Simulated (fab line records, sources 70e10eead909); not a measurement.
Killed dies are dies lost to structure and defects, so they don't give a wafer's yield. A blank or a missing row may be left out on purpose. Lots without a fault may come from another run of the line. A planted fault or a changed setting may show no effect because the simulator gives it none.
fab line records | flow nand_harc
record lots=12 wafers=36 last_day=33
route steps=1302 shown P_GATE@132
lots that met no fault: from a run of the same line without faults
start_h: hours from the record's first day to the start of the lot's first wafer shown | wait_h: hours since the lot's step before | " the same as in the row above | L1.1+2: a row that stands for several wafers | - no value, or no start given | * or withheld: withheld | < > ~ a bound
route shown NAME@n: a module of which the file shows steps, and the number in the route of the first | usual: mean/standard deviation of fault-free wafers | same: alike in all rows | chamber/n: place in a boat | sites: the reading at each site | _std_site: their standard deviation | _edge_site: outer sites' mean less inner sites' | radius_mm: how far each site lies from the wafer's centre | mask NAME#n: copy n | behind: the tool/chamber that last shaped the wafer | hold: why the lot was held/for how many hours/how that ended | device: the transistor (n, p or np) that didn't switch | end of line: the same wafers' tests at the end of the route | a step without rows: its recipe alone | killed: dies lost to structure and defects at the first sort, not the wafer's yield | map: a wafer's dies, x killed, . not, _ none there
set.NAME: the setting as run; set.NAME@STEP: as run at that earlier step | model.NAME: the simulator's own value behind a step, which no gauge read
steps of the route over a sample of lots; a table a step, a row a wafer
services: from which hour (start_h, from the record's first day; less than 0 if before it) a tool's chamber was out of use, for how many hours, and why
## steps
# step NHARC_P_GATE_DEP_103
# recipe target_thk_a=300 target_thk_nm=30 temp_c=400 flow_sccm=200 rf_w=350 material=SiON
# usual heater_power_w=734/88
# columns lot.wafer tool chamber start_h wait_h heater_power_w
L982.3 pecvd-01 0 92.02 0.4 819
L982.1 " 1 " " 828
L982.5 " 1 " " 861
L984.3 pecvd-02 0 113.89 0.4 834
L984.1 " 1 " " 770
L984.4 " 2 " " 630
L985.2 pecvd-01 2 128.54 0.5 804
L985.6 " 0 " " 874
L985.5 " 1 " " 864
L991.3 pecvd-01 1 189.01 0.3 788
L991.5 " 1 " " 767
L991.4 " 2 " " 756
L994.2 pecvd-04 0 213.63 0.5 661
L994.1 " 1 " " 617
L994.5 " 1 " " 603
L995.3 pecvd-01 0 241.16 0.3 735
L995.5 " 0 " " 737
L995.6 " 1 " " 744
L997.1 pecvd-02 0 247.00 0.6 842
L997.4 " 0 " " 830
L997.6 " 1 " " 720
L998.2 pecvd-02 1 256.21 0.5 760
L998.1 " 2 " " 681
L998.5 " 2 " " 669
L999.2 pecvd-01 2 268.77 0.5 788
L999.5 " 2 " " 807
L999.6 " 0 " " 774
L102.1 pecvd-02 1 295.85 0.6 681
L102.5 " 0 " " 823
L102.6 " 1 " " 688
L104.3 pecvd-04 2 315.37 0.4 769
L104.6 " 1 " " 584
L104.4 " 2 " " 755
L105.1 pecvd-04 0 327.90 0.6 699
L105.4 " 1 " " 556
L105.5 " 0 " " 702
# step NHARC_P_GATE_STRIP_108
# recipe o2_flow_sccm=500 ar_flow_sccm=0 bias_w=0 chemistry=O2
# usual drypump_motor_current_A=5.8/0.6 oes_product_au=1.000/0.016 rf_vpp_V=58.0/0.91 showerhead_plenum_p_Torr=3.56/0.12 throttle_valve_pct=17.037/0.0095
# columns lot.wafer tool chamber start_h wait_h drypump_motor_current_A oes_product_au rf_hours_counter_h rf_vpp_V showerhead_plenum_p_Torr throttle_valve_pct
L982.1 rie_diel-08 0 93.48 - 5.8 0.986 3.6 58.1 3.46 17.037
L982.3 " 3 " " 5.9 0.991 3.7 56.8 3.54 17.038
L982.5 " 1 " " 5.7 0.985 - 57.7 3.52 17.038
L984.1 rie_diel-03 3 115.34 - 6.7 1.021 0.1 57.8 3.69 17.027
L984.4 " 0 " " 4.8 1.027 0.1 57.1 3.67 17.032
L984.3 " 1 " " 5.0 1.008 0.1 59.0 3.79 17.026
L985.2 rie_diel-05 2 130.00 - 5.7 1.002 1.8 59.4 3.49 17.039
L985.5 " 2 " " 5.7 1.010 - 58.3 3.49 17.043
L985.6 " 3 " " 5.3 0.983 - 58.3 3.51 17.046
L991.4 rie_diel-03 3 190.53 - 6.7 1.020 1.7 59.0 3.69 17.036
L991.3 " 0 " " 4.8 1.020 2.1 58.4 3.67 17.037
L991.5 " 1 " " 5.0 1.010 - 58.2 3.79 17.053
L994.2 rie_diel-05 3 215.11 - 5.4 0.990 6.8 57.6 3.50 17.038
L994.1 " 0 " " 5.6 1.003 7.6 57.0 3.38 17.031
L994.5 " 0 " " 5.5 0.992 - 57.8 3.38 17.042
L995.3 rie_diel-03 0 242.55 - 4.8 1.008 6.2 59.1 3.67 17.033
L995.5 " 2 " " 6.3 0.997 - 56.7 3.45 17.044
L995.6 " 3 " " 6.7 1.016 - 59.2 3.69 17.043
L997.4 rie_diel-05 1 248.45 - 6.4 1.019 0.2 56.9 3.56 17.017
L997.1 " 3 " " 5.4 0.988 0.2 57.9 3.50 17.055
L997.6 " 2 " " 5.7 1.018 - 59.0 3.48 17.039
L998.2 rie_diel-03 3 257.59 - 6.7 1.030 6.6 58.8 3.69 17.037
L998.1 " 0 " " 4.8 1.021 7.1 57.5 3.66 17.037
L998.5 " 1 " " 5.1 1.009 - 59.0 3.79 17.043
L999.2 rie_diel-08 1 270.23 - 5.7 1.007 3.6 59.3 3.52 17.025
L999.5 " 1 " " 5.7 1.003 - 57.2 3.52 17.036
L999.6 " 2 " " 5.6 0.985 - 58.9 3.52 17.022
L102.1 rie_diel-08 2 297.36 - 5.6 0.986 4.7 56.9 3.52 17.047
L102.6 " 3 " " 5.9 0.979 - 56.7 3.54 17.023
L102.5 " 0 " " 5.8 0.988 - 56.9 3.45 17.016
L104.4 rie_diel-03 3 316.83 - 6.7 0.997 0.6 59.9 3.69 17.036
L104.3 " 2 " " 6.3 1.001 0.6 57.1 3.44 17.035
L104.6 " 3 " " 6.7 1.004 - 57.0 3.69 17.038
L105.1 rie_diel-03 3 329.36 - 6.7 1.013 1.7 58.4 3.69 17.038
L105.4 " 1 " " 5.0 0.998 0.9 57.7 3.79 17.048
L105.5 " 2 " " 6.3 0.999 - 56.6 3.44 17.038
# step NHARC_P_GATE_PEB_57
# recipe peb_temp_c=118 peb_time_s=85
# usual heater_power_total_W=163.97/0.26 plate_temp_C=117.99/0.14
# columns lot.wafer tool chamber start_h wait_h heater_power_total_W plate_temp_C
L982.1 litho_track-07 0 106.47 0.1 164.01 118.04
L982.3 " 0 " " 164.02 117.90
L982.5 " 0 " " 163.63 117.80
L984.1 litho_track-07 0 130.10 0.1 164.44 118.29
L984.3 " 0 " " 163.78 117.97
L984.4 " 0 " " 163.63 118.14
L985.2 litho_track-05 0 142.71 0.1 163.91 117.94
L985.5 " 0 " " 164.13 117.88
L985.6 " 0 " " 164.40 117.79
L991.3 litho_track-07 0 203.25 0.1 156.76 114.13
L991.4 " 0 " " 157.14 114.22
L991.5 " 0 " " 157.04 114.13
L994.1 litho_track-07 0 227.84 0.1 156.76 114.09
L994.2 " 0 " " 156.65 114.21
L994.5 " 0 " " 156.66 114.05
L995.3 litho_track-02 0 255.34 0.1 163.61 117.85
L995.5 " 0 " " 164.39 117.83
L995.6 " 0 " " 164.34 117.78
L997.1 litho_track-05 0 261.02 0.1 163.78 117.79
L997.4 " 0 " " 164.35 117.60
L997.6 " 0 " " 163.64 117.79
L998.1 litho_track-02 0 270.17 0.1 164.35 118.16
L998.2 " 0 " " 164.19 118.31
L998.5 " 0 " " 163.81 118.16
L999.2 litho_track-07 0 282.99 0.1 164.24 117.87
L999.5 " 0 " " 164.19 118.13
L999.6 " 0 " " 163.63 118.15
L102.1 litho_track-07 0 310.06 0.1 163.73 117.99
L102.5 " 0 " " 163.86 117.86
L102.6 " 0 " " 164.05 118.21
L104.3 litho_track-05 0 329.70 0.0 163.69 117.90
L104.4 " 0 " " 164.23 118.05
L104.6 " 0 " " 164.15 118.01
L105.1 litho_track-07 0 342.12 0.1 164.41 117.81
L105.4 " 0 " " 164.05 118.16
L105.5 " 0 " " 163.97 118.13
# step NHARC_P_GATE_CD_MEAS_59
# recipe target_cd_nm=720 landing_energy_ev=500
# usual cd_nm=719.7/2.1
# same landing_energy_ev=500
# columns lot.wafer tool chamber start_h wait_h cd_nm
L982.1 cd_sem-01 0 106.56 - 721.2
L982.3 " 0 " " 722.4
L982.5 " 0 " " 722.4
L984.1 cd_sem-02 0 130.20 - 721.9
L984.3 " 0 " " 723.6
L984.4 " 0 " " 723.0
L985.2 cd_sem-01 0 142.80 - 720.0
L985.5 " 0 " " 721.2
L985.6 " 0 " " 720.3
L991.3 cd_sem-02 0 203.35 - 715.1
L991.4 " 0 " " 713.6
L991.5 " 0 " " 713.7
L994.1 cd_sem-02 0 227.93 - 712.7
L994.2 " 0 " " 713.5
L994.5 " 0 " " 714.4
L995.3 cd_sem-03 0 255.44 - 716.9
L995.5 " 0 " " 718.0
L995.6 " 0 " " 716.4
L997.1 cd_sem-03 0 261.11 - 722.5
L997.4 " 0 " " 721.1
L997.6 " 0 " " 716.6
L998.1 cd_sem-03 0 270.26 - 718.6
L998.2 " 0 " " 717.4
L998.5 " 0 " " 718.4
L999.2 cd_sem-01 0 283.08 - 717.7
L999.5 " 0 " " 717.8
L999.6 " 0 " " 720.1
L102.1 cd_sem-03 0 310.15 - 722.1
L102.5 " 0 " " 720.1
L102.6 " 0 " " 721.1
L104.3 cd_sem-03 0 329.79 - 720.1
L104.4 " 0 " " 716.8
L104.6 " 0 " " 720.9
L105.1 cd_sem-02 0 342.22 - 718.0
L105.4 " 0 " " 720.9
L105.5 " 0 " " 718.7
# step NHARC_P_GATE_STRIP_95
# recipe power_w=1500 temp_c=250 chemistry=O2
# usual drypump_motor_current_A=5.8/0.53 heater_power_w=346/33
# columns lot.wafer tool chamber start_h wait_h drypump_motor_current_A heater_power_w rf_hours_counter_h
L982.1 plasma_asher-02 1 109.53 0.5 5.1 354 9
L982.3 " 1 " " 5.1 357 -
L982.5 " 1 " " 5.1 353 -
L984.1 plasma_asher-01 0 133.05 0.5 5.8 330 28
L984.4 " 1 " " 6.6 383 -
L984.3 " 0 " " 5.8 330 -
L985.2 plasma_asher-02 0 145.63 0.6 5.6 285 14
L985.6 " 0 " " 5.6 294 -
L985.5 " 1 " " 5.1 353 -
L991.4 plasma_asher-01 1 206.32 0.4 6.6 374 -
L991.3 " 0 " " 5.8 345 -
L991.5 " 0 " " 5.8 348 -
L994.1 plasma_asher-02 0 230.87 0.6 5.6 299 34
L994.2 " 1 " " 5.1 354 34
L994.5 " 0 " " 5.6 300 -
L995.3 plasma_asher-01 0 258.83 0.3 5.8 342 -
L995.5 " 1 " " 6.6 386 -
L995.6 " 0 " " 5.8 341 -
L997.1 plasma_asher-01 1 263.93 0.6 6.6 387 20
L997.4 " 0 " " 5.8 354 -
L997.6 " 0 " " 5.8 347 -
L998.1 plasma_asher-02 0 273.22 0.6 5.6 296 3
L998.2 " 1 " " 5.1 359 3
L998.5 " 0 " " 5.6 298 -
L999.2 plasma_asher-01 1 285.94 0.6 6.6 379 24
L999.5 " 1 " " 6.6 384 -
L999.6 " 0 " " 5.8 345 -
L102.1 plasma_asher-01 0 313.10 0.6 5.8 350 29
L102.5 " 0 " " 5.8 340 -
L102.6 " 1 " " 6.6 376 -
L104.4 plasma_asher-02 0 332.75 0.4 5.6 303 -
L104.3 " 1 " " 5.1 366 -
L104.6 " 0 " " 5.6 305 -
L105.1 plasma_asher-02 1 345.09 0.6 5.1 353 17
L105.4 " 1 " " 5.1 343 -
L105.5 " 1 " " 5.1 359 -
## services
# columns tool chamber start_h hours kind
plasma_asher-02 - 72.29 9.0 pm
litho_track-07 - 76.00 7.0 pm
pecvd-01 1 83.51 2.0 repair
rie_diel-03 2 83.60 3.6 repair
pecvd-01 2 95.98 24.0 repair
rie_diel-03 - 104.97 9.0 pm
pecvd-01 - 130.12 13.0 pm
rie_diel-03 1 146.73 4.7 repair
rie_diel-03 3 153.09 8.0 repair
pecvd-01 0 156.73 21.7 repair
plasma_asher-01 - 165.00 9.0 pm
pecvd-02 2 186.71 4.3 repair
rie_diel-03 - 190.71 3.3 repair
pecvd-02 - 227.00 13.0 pm
plasma_asher-01 - 228.13 4.3 repair
plasma_asher-02 - 249.29 9.0 pm
litho_track-07 - 251.00 7.0 pm
pecvd-01 1 251.79 7.7 repair
rie_diel-03 0 270.11 3.1 repair
rie_diel-03 0 277.96 4.5 repair
rie_diel-03 - 281.97 9.0 pm
rie_diel-03 1 303.06 10.0 repair
pecvd-01 - 311.12 13.0 pm
plasma_asher-01 - 342.24 9.0 pm
## key
first_sign step=NHARC_P_GATE_PEB_57 reading=heater_power_total_W direction=down sigmas=28 usual=* struck=*
effect step=NHARC_P_GATE_PEB_57 reading=plate_temp_C direction=down sigmas=27 usual=* struck=*
effect step=NHARC_P_GATE_CD_MEAS_59 reading=cd_nm direction=down sigmas=2.7 usual=719.7 struck=713.8
met_at NHARC_P_GATE_PEB_57
struck_lots L991,L994
tester_left_out L991,L994
not_acting_at NHARC_P_GATE_DEP_103,NHARC_P_GATE_STRIP_108,NHARC_P_GATE_STRIP_95
onset_between 130.10 203.25
fault kind=process_parameter_drift tool=litho_track-07 chamber=- onset_h=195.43 steps=NHARC_P_GATE_PEB_57 channel=peb_temp_c offset=* shape=step end_h=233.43 acts_in=* stated=*
# tester_left_out: of these lots the tester's yield and bins aren't shown, on N5 and GAA mostly nor the transistor test; their killed dies are dies lost to structure and defects alone, not to doping, threshold or leakage, so they don't give the yield
